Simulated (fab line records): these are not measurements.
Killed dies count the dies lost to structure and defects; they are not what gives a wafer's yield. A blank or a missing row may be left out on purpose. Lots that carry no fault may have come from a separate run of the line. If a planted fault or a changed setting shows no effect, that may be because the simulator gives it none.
Matching of chambers + flow n5 finfet + N5_BEOL_M5_PRE_CLEAN_77 on cvd co-01: 3 sister chambers
The step time 15 s. 3 wafers are shown with their chamber, then 6 later ones without.

## WAFERS WITH THEIR CHAMBER
| wafer  | chamber | heater power w (W) |
|--------|---------|--------------------|
| L566.6 | 2       | 83                 |
| L574.1 | 1       | 116                |
| L574.3 | 0       | 87                 |

## WAFERS WHOSE CHAMBER IS MISSING
| wafer  | heater power w (W) |
|--------|--------------------|
| L574.4 | 86                 |
| L570.3 | 85                 |
| L570.5 | 117                |
| L582.1 | 85                 |
| L582.2 | 87                 |
| L582.6 | 104                |

## THE CHAMBER EACH PASSED THROUGH
| wafer  | from the rows above          | in truth |
|--------|------------------------------|----------|
| L574.4 | can't be placed: 0 or 2      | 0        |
| L570.3 | can't be placed: 0 or 2      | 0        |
| L570.5 | 1                            | 1        |
| L582.1 | can't be placed: 0 or 2      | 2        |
| L582.2 | can't be placed: 0 or 2      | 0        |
| L582.6 | can't be placed: 1 or 0 or 2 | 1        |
Correctly placed: 1 of 6. Not placeable from these rows: 5 (in 5, the candidates include the true chamber). 0 placed wrongly.
How it was worked out, from the rows above alone: a wafer's distance from a chamber is the root of the sum, over the readings, of the square of ((its reading less the chamber's mean) divided by the reading's scatter). If the next closest chamber is less than 2 further off than the closest, the wafer can't be placed; otherwise it belongs to the closest. The mean given for a chamber averages the wafers shown for that chamber. The scatter: root of mean squared gap, hidden wafer to nearest shown wafer, with one shown wafer a chamber.
